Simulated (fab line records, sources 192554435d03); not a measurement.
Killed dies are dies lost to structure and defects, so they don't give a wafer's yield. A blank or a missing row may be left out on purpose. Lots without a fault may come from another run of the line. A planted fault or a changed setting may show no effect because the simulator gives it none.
fab line records | flow n5_finfet | part 2 of 2: steps 5 to 6 of 6
record lots=22 wafers=66 last_day=18
route steps=1938 shown SD_EPI_N@287 SDB@356 DUMMY_REMOVAL@377
lots that met no fault: from a run of the same line without faults
start_h: hours from the record's first day to the start of the lot's first wafer shown | wait_h: hours since the lot's step before | " the same as in the row above | L1.1+2: a row that stands for several wafers | - no value, or no start given | * or withheld: withheld | < > ~ a bound
route shown NAME@n: a module of which the file shows steps, and the number in the route of the first | usual: mean/standard deviation of fault-free wafers | same: alike in all rows | chamber/n: place in a boat | sites: the reading at each site | _std_site: their standard deviation | _edge_site: outer sites' mean less inner sites' | radius_mm: how far each site lies from the wafer's centre | mask NAME#n: copy n | behind: the tool/chamber that last shaped the wafer | hold: why the lot was held/for how many hours/how that ended | device: the transistor (n, p or np) that didn't switch | end of line: the same wafers' tests at the end of the route | a step without rows: its recipe alone | killed: dies lost to structure and defects at the first sort, not the wafer's yield | map: a wafer's dies, x killed, . not, _ none there
set.NAME: the setting as run; set.NAME@STEP: as run at that earlier step | model.NAME: the simulator's own value behind a step, which no gauge read
steps of the route over a sample of lots; a table a step, a row a wafer
services: from which hour (start_h, from the record's first day; less than 0 if before it) a tool's chamber was out of use, for how many hours, and why
## steps
# step N5_DUMMY_REMOVAL_HM_STRIP_01
# recipe chemistry=CH3F/O2 material=SiNx target_depth_a=40 stop_on=poly-Si time_s=6.8 over_etch_frac=0.3 ion_energy_ev=60 power_w=410 bias_w=29 Ar_flow_sccm=150 CH3F_flow_sccm=30 O2_flow_sccm=20
# usual drypump_motor_current_A=5.9/0.31 mfc_ar_sccm=150.0/0.48 oes_product_au=0.63/0.064 rf_vpp_V=127.7/0.89 showerhead_plenum_p_Torr=2.03/0.039 throttle_valve_pct=16.31/0.19
# columns lot.wafer tool chamber start_h wait_h drypump_motor_current_A mfc_ar_sccm oes_product_au rf_hours_counter_h rf_vpp_V showerhead_plenum_p_Torr throttle_valve_pct
L074.2 rie_diel-05 0 68.49 0.0 6.1 149.4 0.75 12 127.2 2.05 16.33
L074.3 " 2 " " 5.5 150.3 0.70 32 127.3 2.04 16.13
L074.4 " 1 " " 5.9 150.1 0.77 7 128.2 2.05 15.91
L075.1 rie_diel-01 2 75.71 0.0 5.5 149.6 0.58 179 128.5 2.07 16.56
L075.2 " 1 " " 5.9 149.7 0.58 198 126.3 1.98 16.34
L075.3 " 0 " " 6.3 149.8 0.57 219 126.8 2.06 16.25
L076.1 rie_diel-01 0 80.78 0.0 6.3 149.1 0.57 220 129.4 2.06 16.22
L076.2 " 2 " " 5.5 150.0 0.58 180 127.1 2.07 16.55
L076.5 " 0 " " 6.3 150.0 0.57 - 127.6 2.06 16.23
L077.3 rie_diel-01 1 86.56 0.0 5.9 149.8 0.58 201 127.3 1.98 16.34
L077.4 " 0 " " 6.3 150.0 0.56 221 129.1 2.06 16.22
L077.6 " 0 " " 6.3 150.0 0.57 - 127.8 2.06 16.24
L078.4 rie_diel-01 2 93.42 0.0 5.5 150.3 0.58 183 128.1 2.07 16.58
L078.5 " 1 " " 5.9 150.1 0.58 - 127.4 1.98 16.36
L078.6 " 2 " " 5.5 149.9 0.58 - 128.8 2.07 16.55
L079.2 rie_diel-01 3 99.55 0.1 5.8 149.7 0.65 93 127.7 1.93 16.46
L079.3 " 0 " " 6.3 150.4 0.56 225 126.4 2.06 16.24
L079.6 " 0 " " 6.3 149.3 0.56 - 128.3 2.06 16.23
L080.1 rie_diel-05 2 106.29 0.0 5.5 150.7 0.69 43 128.0 2.03 16.16
L080.3 " 3 " " 6.0 149.8 0.58 201 127.7 2.07 16.34
L080.4 " 0 " " 6.1 149.6 0.74 22 127.1 2.04 16.34
L081.1 rie_diel-01 0 112.82 0.0 6.3 150.2 0.56 228 128.3 2.06 16.26
L081.2 " 3 " " 5.8 150.4 0.66 95 127.9 1.93 16.49
L081.6 " 2 " " 5.5 150.6 0.57 - 128.9 2.07 16.56
L082.2 rie_diel-05 1 121.68 0.0 5.9 149.9 0.74 23 128.2 2.04 15.91
L082.4 " 3 " " 6.0 150.4 0.58 205 128.6 2.07 16.35
L082.5 " 3 " " 6.0 149.9 0.58 - 126.8 2.07 16.36
L083.3 rie_diel-02 0 125.62 0.0 5.4 150.3 0.67 61 129.3 2.03 16.22
L083.4 " 2 " " 6.3 149.8 0.55 246 128.8 2.05 16.75
L083.5 " 0 " " 5.4 149.9 0.67 - 128.9 2.03 16.21
L085.2 rie_diel-05 0 137.56 0.2 6.1 150.3 0.73 30 128.3 2.04 16.37
L085.4 " 1 " " 5.9 150.9 0.73 26 127.4 2.04 15.94
L085.5 " 3 " " 6.0 149.8 0.58 - 127.5 2.07 16.34
L087.2 rie_diel-05 0 148.81 0.0 6.1 150.0 0.72 33 128.9 2.04 16.38
L087.3 " 1 " " 5.9 150.7 0.72 30 127.4 2.04 15.93
L087.5 " 3 " " 6.0 150.2 0.59 - 128.2 2.07 16.36
L088.1 rie_diel-05 3 153.25 0.0 6.0 149.4 0.57 213 127.3 2.07 16.38
L088.4 " 1 " " 5.8 149.4 0.71 31 127.6 2.04 15.95
L088.5 " 3 " " 6.0 149.9 0.58 - 128.3 2.07 16.36
L089.2 rie_diel-02 3 160.13 0.0 5.7 150.0 0.61 142 127.4 2.00 16.12
L089.3 " 0 " " 5.4 150.5 0.65 73 126.0 2.03 16.26
L089.6 " 0 " " 5.4 149.8 0.65 - 127.2 2.03 16.26
L090.2 rie_diel-05 3 164.71 0.0 6.0 150.4 0.58 217 128.6 2.07 16.36
L090.3 " 1 " " 5.8 150.3 0.72 35 127.6 2.04 15.95
L090.5 " 2 " " 5.5 150.2 0.68 - 128.2 2.03 16.18
L091.1 rie_diel-01 1 171.58 0.0 6.0 149.7 0.57 227 127.8 1.98 16.40
L091.4 " 3 " " 5.8 149.8 0.65 113 128.0 1.93 16.51
L091.5 " 3 " " 5.8 150.3 0.65 - 126.9 1.93 16.51
L092.1 rie_diel-05 0 177.18 0.0 6.1 149.9 0.71 41 128.3 2.04 16.39
L092.2 " 3 " " 6.0 150.2 0.57 220 128.9 2.07 16.38
L092.3 " 1 " " 5.9 149.5 0.72 38 127.7 2.04 15.95
L093.3 rie_diel-01 0 184.46 0.0 6.3 150.3 0.55 250 128.0 2.05 16.29
L093.5 " 2 " " 5.5 149.5 0.56 - 129.0 2.06 16.61
L093.6 " 1 " " 5.9 149.9 0.57 - 125.9 1.97 16.41
L094.1 rie_diel-01 1 189.56 0.0 5.9 150.2 0.56 232 126.2 1.97 16.44
L094.4 " 2 " " 5.5 150.7 0.56 - 128.4 2.06 16.63
L094.5 " 1 " " 5.9 149.3 0.55 - 127.6 1.97 16.41
L095.2 rie_diel-05 3 200.52 0.2 6.0 151.2 0.58 226 129.1 2.06 16.38
L095.4 " 0 " " 6.1 149.9 0.71 48 127.1 2.04 16.41
L095.6 " 1 " " 5.9 151.1 0.71 - 127.0 2.04 15.97
L096.1 rie_diel-02 1 207.32 0.1 6.4 150.2 0.59 184 126.4 1.99 16.58
L096.2 " 0 " " 5.4 149.6 0.65 89 127.5 2.02 16.29
L096.4 " 2 " " 6.3 150.5 0.75 16 129.1 2.05 16.31
L097.2 rie_diel-02 3 213.27 0.0 5.6 150.4 0.60 156 127.1 2.00 16.14
L097.4 " 0 " " 5.4 149.5 0.65 91 128.2 2.02 16.26
L097.5 " 0 " " 5.4 149.7 0.64 - 127.6 2.02 16.28
# step N5_DUMMY_REMOVAL_STRIP_10
# recipe chemistry=N2/H2 time_s=40 power_w=100 temp_c=40 pressure_mtorr=100 rf_frequency_hz=6e+07 bias_power_w=3 n2_flow_sccm=300 h2_flow_sccm=300
# usual drypump_motor_current_A=5.9/0.31 oes_product_au=0.78/0.085 rf_vpp_V=45.3/0.79 showerhead_plenum_p_Torr=3.42/0.062 throttle_valve_pct=12.19/0.24
# columns lot.wafer tool chamber start_h wait_h drypump_motor_current_A oes_product_au rf_hours_counter_h rf_vpp_V showerhead_plenum_p_Torr throttle_valve_pct
L074.2 rie_diel-05 0 68.53 0.0 6.1 0.92 12 44.9 3.45 12.11
L074.3 " 2 " " 5.5 0.87 32 44.4 3.45 11.96
L074.4 " 1 " " 5.9 0.95 7 45.0 3.44 11.67
L075.1 rie_diel-01 2 75.74 0.0 5.5 0.70 179 46.1 3.50 12.49
L075.2 " 1 " " 5.9 0.70 198 45.6 3.35 12.25
L075.3 " 0 " " 6.3 0.68 219 45.3 3.47 12.18
L076.1 rie_diel-01 0 80.82 0.0 6.3 0.69 220 45.5 3.47 12.17
L076.2 " 2 " " 5.5 0.71 180 44.6 3.50 12.51
L076.5 " 0 " " 6.3 0.68 - 44.8 3.47 12.18
L077.3 rie_diel-01 1 86.59 0.0 5.9 0.70 201 46.3 3.35 12.26
L077.4 " 0 " " 6.3 0.69 221 45.6 3.47 12.17
L077.6 " 0 " " 6.4 0.69 - 45.9 3.47 12.18
L078.4 rie_diel-01 2 93.46 0.0 5.5 0.71 183 46.3 3.50 12.51
L078.5 " 1 " " 5.9 0.69 - 46.1 3.35 12.26
L078.6 " 2 " " 5.5 0.70 - 45.7 3.50 12.52
L079.2 rie_diel-01 3 99.59 0.0 5.8 0.81 93 45.0 3.28 12.34
L079.3 " 0 " " 6.4 0.68 225 46.1 3.47 12.19
L079.6 " 0 " " 6.3 0.68 - 45.6 3.47 12.19
L080.1 rie_diel-05 2 106.33 0.0 5.5 0.86 43 44.4 3.44 11.98
L080.3 " 3 " " 6.0 0.72 201 45.6 3.50 12.30
L080.4 " 0 " " 6.1 0.91 22 46.1 3.45 12.13
L081.1 rie_diel-01 0 112.85 0.0 6.3 0.68 228 46.2 3.46 12.20
L081.2 " 3 " " 5.8 0.82 95 47.7 3.28 12.35
L081.6 " 2 " " 5.5 0.70 - 44.3 3.49 12.52
L082.2 rie_diel-05 1 121.71 0.0 5.9 0.91 23 46.0 3.43 11.70
L082.4 " 3 " " 6.0 0.71 205 45.6 3.49 12.32
L082.5 " 3 " " 6.0 0.71 - 45.8 3.49 12.33
L083.3 rie_diel-02 0 125.66 0.0 5.4 0.83 61 44.8 3.43 12.08
L083.4 " 2 " " 6.3 0.69 246 46.0 3.45 12.59
L083.5 " 0 " " 5.4 0.83 - 44.2 3.43 12.05
L085.2 rie_diel-05 0 137.59 0.0 6.1 0.90 30 47.2 3.44 12.13
L085.4 " 1 " " 5.9 0.89 26 45.4 3.43 11.70
L085.5 " 3 " " 6.0 0.72 - 45.3 3.49 12.33
L087.2 rie_diel-05 0 148.85 0.0 6.2 0.89 33 44.4 3.44 12.17
L087.3 " 1 " " 5.9 0.89 30 45.4 3.43 11.73
L087.5 " 3 " " 6.0 0.72 - 46.0 3.49 12.34
L088.1 rie_diel-05 3 153.29 0.0 6.0 0.71 213 45.4 3.49 12.32
L088.4 " 1 " " 5.9 0.89 31 45.9 3.43 11.72
L088.5 " 3 " " 6.0 0.71 - 45.5 3.49 12.33
L089.2 rie_diel-02 3 160.16 0.0 5.7 0.74 142 45.5 3.38 12.06
L089.3 " 0 " " 5.4 0.81 73 46.1 3.42 12.09
L089.6 " 0 " " 5.4 0.81 - 44.5 3.42 12.11
L090.2 rie_diel-05 3 164.74 0.0 6.0 0.71 217 45.8 3.49 12.33
L090.3 " 1 " " 5.9 0.89 35 45.8 3.43 11.74
L090.5 " 2 " " 5.5 0.84 - 45.9 3.43 12.04
L091.1 rie_diel-01 1 171.61 0.0 6.0 0.68 227 44.5 3.34 12.30
L091.4 " 3 " " 5.8 0.79 113 45.8 3.27 12.40
L091.5 " 3 " " 5.8 0.79 - 46.1 3.27 12.41
L092.1 rie_diel-05 0 177.21 0.0 6.1 0.89 41 44.3 3.44 12.18
L092.2 " 3 " " 6.0 0.71 220 45.6 3.49 12.34
L092.3 " 1 " " 5.9 0.89 38 46.5 3.43 11.75
L093.3 rie_diel-01 0 184.49 0.0 6.3 0.66 250 44.8 3.45 12.25
L093.5 " 2 " " 5.5 0.68 - 45.7 3.48 12.59
L093.6 " 1 " " 5.9 0.68 - 44.1 3.34 12.33
L094.1 rie_diel-01 1 189.60 0.0 5.9 0.68 232 46.5 3.34 12.32
L094.4 " 2 " " 5.5 0.69 - 44.6 3.48 12.59
L094.5 " 1 " " 6.0 0.67 - 46.0 3.34 12.33
L095.2 rie_diel-05 3 200.55 0.0 6.0 0.70 226 45.4 3.48 12.36
L095.4 " 0 " " 6.1 0.87 48 46.2 3.43 12.20
L095.6 " 1 " " 5.9 0.86 - 44.5 3.42 11.78
L096.1 rie_diel-02 1 207.36 0.0 6.4 0.74 184 44.3 3.36 12.58
L096.2 " 0 " " 5.4 0.81 89 46.4 3.41 12.13
L096.4 " 2 " " 6.3 0.95 16 46.0 3.44 11.99
L097.2 rie_diel-02 3 213.30 0.0 5.6 0.73 156 45.6 3.37 12.09
L097.4 " 0 " " 5.4 0.79 91 44.6 3.41 12.14
L097.5 " 0 " " 5.5 0.79 - 46.0 3.41 12.13
## services
# columns tool chamber start_h hours kind
rie_diel-05 1 27.47 - clean
rie_diel-05 1 27.47 - consumable_replace:focus_ring
rie_diel-05 1 27.47 16.0 scheduled_down
rie_diel-05 1 27.47 16.0 vent_cycle
epi_rpcvd-02 - 36.11 2.2 repair
rie_diel-02 0 49.56 4.1 repair
rie_diel-06 1 51.39 1.4 repair
rie_diel-04 3 66.26 - clean
rie_diel-04 3 66.26 - consumable_replace:focus_ring
rie_diel-04 3 66.26 13.0 scheduled_down
rie_diel-04 3 66.26 13.0 vent_cycle
rie_diel-05 0 72.95 3.1 repair
rie_diel-01 - 73.88 0.1 repair
rie_diel-05 3 94.96 1.2 repair
epi_rpcvd-03 - 97.57 0.2 repair
rie_diel-03 0 111.09 14.0 repair
rie_diel-01 3 147.65 1.5 repair
epi_rpcvd-03 - 148.62 0.5 repair
rie_diel-02 3 191.01 10.1 repair
rie_diel-01 0 196.11 - clean
rie_diel-01 0 196.11 - consumable_replace:focus_ring
rie_diel-01 0 196.11 21.7 scheduled_down
rie_diel-01 0 196.11 21.7 vent_cycle
rie_diel-05 1 210.89 6.7 repair
